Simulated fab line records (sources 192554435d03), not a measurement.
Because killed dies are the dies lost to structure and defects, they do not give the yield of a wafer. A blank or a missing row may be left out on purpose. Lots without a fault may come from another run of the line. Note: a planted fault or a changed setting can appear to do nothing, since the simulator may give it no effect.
Split-lot trial ; flow n5-finfet ; 7 lots, 21 wafers read, on a route of 1938 steps

ABOUT THE SPLIT
At N5_MOL_CONTACT_COAG_COAT_76 (time 60 s, resist thk 10 nm), the setting spin-rpm was moved away from the recipe's 1500 rpm on 4 of the 21 wafers read, by -10.5% to +6.7%. The other wafers ran this setting at the recipe's value.

FROM THE SPLIT TO THE READING: what the file shows between them, 7 steps
- N5_MOL_CONTACT_COAG_COAT_77: time 60 s, resist thk 10 nm
- N5_MOL_CONTACT_COAG_COAT_78: resist thk 40 nm
- N5_MOL_CONTACT_COAG_DESCUM_88: chemistry O2, time 7 s
- N5_MOL_CONTACT_COAG_ETCH_89: etches underlayer in N2/H2, target depth 13 nm, time 10.4 s
- N5_MOL_CONTACT_COAG_ETCH_90: etches SiARC in CF4, target depth 13 nm, time 21.7 s
- N5_MOL_CONTACT_COAG_ALD_131: deposits SiO2, target thk 5 nm, pulse time 1 s, co reactant pulse time 1 s
- N5_MOL_CONTACT_COAG_ETCHBACK_132: etches SiO2 in CHF3, target depth 10 nm, time 6.7 s

THE READING
SiARC_of_MOL_CONTACT_COAG_COAT_76.thk-nm (the simulator's own value, which no gauge read), in nm, at N5_MOL_CONTACT_COAG_ETCH_91 (etches SOC in N2/H2, target depth 60 nm, overetch 21 nm, time 101.2 s). There is no usual value for it anywhere in the file. Here, 17 wafers ran the recipe; their average is 5.8 nm with a standard deviation of 0.11 nm.

wafer;tool, chamber at the split;spin-rpm as run, rpm;against the recipe;SiARC_of_MOL_CONTACT_COAG_COAT_76.thk-nm, nm;against lot-mates on the recipe
L076.1;litho-track-02, 0;1500;recipe;5.8;-
L076.3;litho-track-02, 0;1500;recipe;5.6;-
L076.6;litho-track-02, 0;1446;-3.6%;6;+0.3
L082.2;litho-track-04, 0;1601;+6.7%;5.6;-0.2
L082.4;litho-track-04, 0;1500;recipe;5.8;-
L082.5;litho-track-04, 0;1500;recipe;5.8;-
L088.1;litho-track-02, 0;1500;recipe;5.8;-
L088.4;litho-track-02, 0;1500;recipe;5.8;-
L088.3;litho-track-02, 0;1500;recipe;6;-
L090.1;litho-track-02, 0;1500;recipe;5.8;-
L090.2;litho-track-02, 0;1500;recipe;5.8;-
L090.3;litho-track-02, 0;1343;-10.5%;6.4;+0.6
L091.3;litho-track-02, 0;1500;recipe;5.6;-
L091.4;litho-track-02, 0;1500;recipe;5.6;-
L091.6;litho-track-02, 0;1500;recipe;5.8;-
L092.1;litho-track-05, 0;1500;recipe;5.8;-
L092.3;litho-track-05, 0;1500;recipe;5.8;-
L092.4;litho-track-05, 0;1390;-7.3%;6.2;+0.4
L096.2;litho-track-05, 0;1500;recipe;6;-
L096.3;litho-track-05, 0;1500;recipe;5.8;-
L096.5;litho-track-05, 0;1500;recipe;5.8;-

THE FIT
A straight line over all 21 wafers: SiARC_of_MOL_CONTACT_COAG_COAT_76.thk-nm changes by -0.0507 nm for each +1% of spin-rpm; r = -0.84; the points scatter about the line by 0.11 nm.
The same after taking each lot's own level away (the mean of its wafers on the recipe; 21 wafers): -0.0514 nm for each +1%; r = -0.90; scatter 0.084 nm.
Per that fit: largest spin-rpm move, reading shift of 0.54 nm.
Measured against the standard deviation above, the lots' own levels, which go from 5.67 to 5.87 nm, span 1.9 times it.
So the lot-to-lot level changes the slope little: the two slopes agree.
Check: +0.51 nm against its lot-mates is what the line predicts for one of the wafers moved furthest among these (-10.5%) when that wafer is left out of the fit. It came out at +0.6 nm against them.

OTHER SPLITS ON THESE WAFERS
Note: prior to the reading, these wafers also went through further splits. Each is held against what the fit with the lots' levels taken away leaves over:
other split on the same wafers;wafers away from the commonest value;r with SiARC_of_MOL_CONTACT_COAG_COAT_76.thk-nm (lot level and that fit taken away)
N5_SDB_EXPOSE_08 dose-mj;10;+0.13
N5_HKMG_FIN_ETCH_54 source-w;7;+0.00
N5_MOL_CONTACT_COAG_PECVD_31 temp-c;8;+0.13

THE WHOLE CHAIN: every reading that the file lists as answering this split, in the file's order
step;what it does;reading;change (the file's fit);r (the file's)
N5_MOL_CONTACT_COAG_COAT_76;time 60 s, resist thk 10 nm;SiARC_of_MOL_CONTACT_COAG_COAT_76.thk-nm (the simulator's own value, which no gauge read);-0.057 nm for each +1% of the setting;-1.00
N5_MOL_CONTACT_COAG_ETCH_90;etches SiARC in CF4, target depth 13 nm, time 21.7 s;etch.depth-nm (the simulator's own value, which no gauge read);-0.0531 nm for each +1% of the setting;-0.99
N5_MOL_CONTACT_COAG_ETCH_91;etches SOC in N2/H2, target depth 60 nm, overetch 21 nm, time 101.2 s;SiARC_of_MOL_CONTACT_COAG_COAT_76.thk-nm (the simulator's own value, which no gauge read);-0.0525 nm for each +1% of the setting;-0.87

THE FILE'S OWN FIT
SiARC_of_MOL_CONTACT_COAG_COAT_76.thk-nm changes by -0.0525 nm for each +1% of spin-rpm, r = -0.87.
